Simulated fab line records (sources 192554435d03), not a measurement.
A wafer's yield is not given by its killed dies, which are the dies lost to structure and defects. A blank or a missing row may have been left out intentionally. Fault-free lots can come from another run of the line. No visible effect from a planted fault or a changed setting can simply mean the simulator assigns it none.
Which tool was responsible? | flow n5 finfet | Sampling: 12 lots, 36 wafers, 4 of 1938 route steps

## WHAT THE GAUGES SHOWED, per wafer
N5_BEOL_M4_THK_MEAS_53: measures by xrf.
lot  | measured     | on            | M4_THK (nm)
L075 | day 8 01:56  | film metro-01 | 44.0 39.3 43.0
L078 | day 8 22:12  | film metro-01 | 41.0 40.8 42.2
L079 | day 9 00:35  | film metro-01 | 40.6 42.5 41.8
L080 | day 9 08:12  | film metro-01 | 39.7 37.3 39.8
L083 | day 10 00:28 | film metro-02 | 40.7 40.2 40.9
L085 | day 10 18:31 | film metro-01 | 40.6 40.4 42.1
L088 | day 11 05:46 | film metro-02 | 40.0 37.8 40.1
L089 | day 11 15:41 | film metro-01 | 43.7 41.7 41.6
L091 | day 12 01:20 | film metro-01 | 42.1 42.6 42.8
L092 | day 12 16:26 | film metro-02 | 41.7 40.6 38.8
L096 | day 13 06:30 | film metro-02 | 41.4 38.8 40.9
L097 | day 13 09:31 | film metro-02 | 40.7 40.3 40.2

## TOOL THAT RAN EACH LOT (tool first, then ch and the chambers of the sampled wafers, then the start)
lot  | N5_BEOL_M4_VIA_ETCH_34             | N5_BEOL_M4_DEGAS_44          | N5_BEOL_M4_SURFACE_TREAT_85
L075 | rie diel-01 ch 1,2,3, day 7 21:14  | pvd sputter-02, day 7 22:33  | pvd sputter-02, day 7 22:59
L078 | rie diel-03 ch 0,1, day 8 18:26    | pvd sputter-02, day 8 18:59  | pvd sputter-03, day 8 19:25
L079 | rie diel-01 ch 0,2,3, day 8 19:13  | pvd sputter-02, day 8 21:06  | pvd sputter-03, day 8 21:35
L080 | rie diel-05 ch 1,2, day 9 02:43    | pvd sputter-02, day 9 03:40  | pvd sputter-01, day 9 05:14
L083 | rie diel-05 ch 0,1,2, day 9 19:38  | pvd sputter-03, day 9 20:26  | pvd sputter-03, day 9 20:53
L085 | rie diel-03 ch 0,1, day 10 13:53   | pvd sputter-02, day 10 15:08 | pvd sputter-03, day 10 15:41
L088 | rie diel-05 ch 1,2, day 11 01:17   | pvd sputter-03, day 11 02:07 | pvd sputter-03, day 11 02:40
L089 | rie diel-03 ch 0,1,3, day 11 10:05 | pvd sputter-03, day 11 10:50 | pvd sputter-02, day 11 12:51
L091 | rie diel-01 ch 0,1,3, day 11 21:14 | pvd sputter-02, day 11 22:04 | pvd sputter-02, day 11 22:29
L092 | rie diel-03 ch 1,2,3, day 12 12:29 | pvd sputter-03, day 12 13:11 | pvd sputter-03, day 12 13:32
L096 | rie diel-05 ch 0,1, day 13 00:34   | pvd sputter-01, day 13 01:28 | pvd sputter-01, day 13 02:01
L097 | rie diel-03 ch 1,2,3, day 13 05:32 | pvd sputter-02, day 13 06:11 | pvd sputter-01, day 13 06:38
- N5_BEOL_M4_VIA_ETCH_34: etches the open film in C4F6/O2, target depth 69.4 nm, time 65.9 s.
- N5_BEOL_M4_DEGAS_44: time 60 s.
- N5_BEOL_M4_SURFACE_TREAT_85

## THE ANSWER, worked out from the rows above alone
Rule: the usual values come from the lots themselves. Put in order of their means at a reading, lots are off if they are a third of the lots or fewer, leave a main group of 4 or more, and stand apart from it by a gap of 3 or more times the standard deviation of the main group's means; of several such gaps the widest counts. If all means in a main group match to the digits the tables above print for the reading, that group is not used. A lot without any number at a reading at which 4 lots or more have one is off too. Any other lot the step has rows for is counted as sound.
No lot is off on any of the readings shown, so nothing can be concluded from this.

## WHAT WAS PUT IN BY THE SIMULATOR
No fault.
